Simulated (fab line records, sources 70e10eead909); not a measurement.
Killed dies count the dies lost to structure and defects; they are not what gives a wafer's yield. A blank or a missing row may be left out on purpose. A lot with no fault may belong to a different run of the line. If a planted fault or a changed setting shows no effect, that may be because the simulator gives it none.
Matching of chambers    flow nand-harc    NHARC_A_CONTACT_ETCH_106 on rie-diel-10 has 4 sister chambers
The step etches the open film in CF4/O2, target depth 90 nm, overetch 9 nm, time 49.5 s. 42 wafers are shown with their chamber, then 12 later ones without.

## WAFERS, EACH WITH ITS CHAMBER
wafer   chamber  drypump-motor-current-A (A)  showerhead-plenum-p-Torr (Torr)  rf-vpp-V (V)
L074.1  0        6.14                         1.37                             198.5
L074.5  1        5.66                         1.31                             197.3
L074.6  2        6.24                         1.32                             196.0
L075.1  3        5.80                         1.30                             197.0
L075.3  2        6.24                         1.32                             199.0
L075.4  0        6.13                         1.37                             197.8
L077.1  0        6.15                         1.36                             198.0
L077.2  3        5.78                         1.30                             196.7
L077.6  3        5.80                         1.30                             197.3
L078.2  3        5.80                         1.30                             198.3
L078.4  1        5.69                         1.31                             199.3
L078.5  2        6.24                         1.32                             196.9
L080.1  3        5.80                         1.30                             198.6
L080.4  0        6.14                         1.36                             197.8
L080.5  1        5.67                         1.31                             196.2
L082.1  0        6.15                         1.36                             199.9
L082.3  1        5.67                         1.31                             199.1
L082.6  2        6.23                         1.32                             197.2
L085.3  0        6.16                         1.36                             199.3
L085.5  3        5.77                         1.30                             196.5
L085.6  0        6.14                         1.36                             197.8
L083.1  3        5.81                         1.30                             196.6
L083.4  0        6.15                         1.36                             197.9
L083.5  0        6.15                         1.36                             199.1
L084.3  3        5.84                         1.30                             197.2
L084.4  1        5.67                         1.31                             197.6
L084.6  2        6.24                         1.32                             196.1
L086.2  3        5.79                         1.30                             197.1
L086.4  1        5.67                         1.31                             197.9
L086.5  2        6.28                         1.32                             196.0
L091.2  3        5.78                         1.30                             196.3
L091.3  0        6.17                         1.36                             199.5
L091.5  1        5.66                         1.31                             197.3
L090.2  2        6.25                         1.31                             197.6
L090.4  0        6.16                         1.36                             198.3
L090.5  0        6.14                         1.36                             197.9
L089.4  0        6.16                         1.36                             198.1
L089.5  0        6.17                         1.36                             198.2
L089.6  3        5.80                         1.30                             197.0
L092.3  1        5.67                         1.30                             195.7
L092.5  0        6.14                         1.36                             197.2
L092.6  3        5.81                         1.30                             198.3

SIGNATURES (averages over the wafers above)
reading                   chamber 0  chamber 1  chamber 2  chamber 3  scatter within a chamber
drypump-motor-current-A   6.1500     5.6700     6.2457     5.7983     0.0143
showerhead-plenum-p-Torr  1.3613     1.3088     1.3186     1.3000     0.00302
rf-vpp-V                  198.353    197.550    196.971    197.242    0.926
Rule: distance of a wafer from a chamber = root of the sum over the readings of ((wafer's reading minus chamber's mean) / reading's scatter) squared. The wafer belongs to the nearest chamber; if the next one is less than 2 further off, it can't be placed. The scatter: take each reading less its chamber's mean, square it, sum over the shown wafers, divide by the number of wafers less the number of chambers, and take the root.

## WAFERS WHOSE CHAMBER IS MISSING
wafer   drypump-motor-current-A (A)  showerhead-plenum-p-Torr (Torr)  rf-vpp-V (V)
L093.1  6.22                         1.31                             198.1
L093.5  6.24                         1.31                             196.8
L093.6  5.69                         1.30                             197.8
L094.2  6.25                         1.31                             197.4
L094.4  5.68                         1.30                             196.9
L094.6  5.81                         1.29                             196.7
L095.3  6.24                         1.31                             197.2
L095.5  5.66                         1.30                             198.2
L095.6  6.15                         1.36                             198.7
L097.2  6.15                         1.36                             199.3
L097.3  5.79                         1.29                             197.6
L097.5  5.69                         1.30                             197.8

## WHICH CHAMBER EACH ONE RAN IN
wafer   from the rows above  in truth
L093.1  2                    2
L093.5  2                    2
L093.6  1                    1
L094.2  2                    2
L094.4  1                    1
L094.6  3                    3
L095.3  2                    2
L095.5  1                    1
L095.6  0                    0
L097.2  0                    0
L097.3  3                    3
L097.5  1                    1
12 of 12 placed correctly. Number that these rows cannot place: 0. 0 placed wrongly.
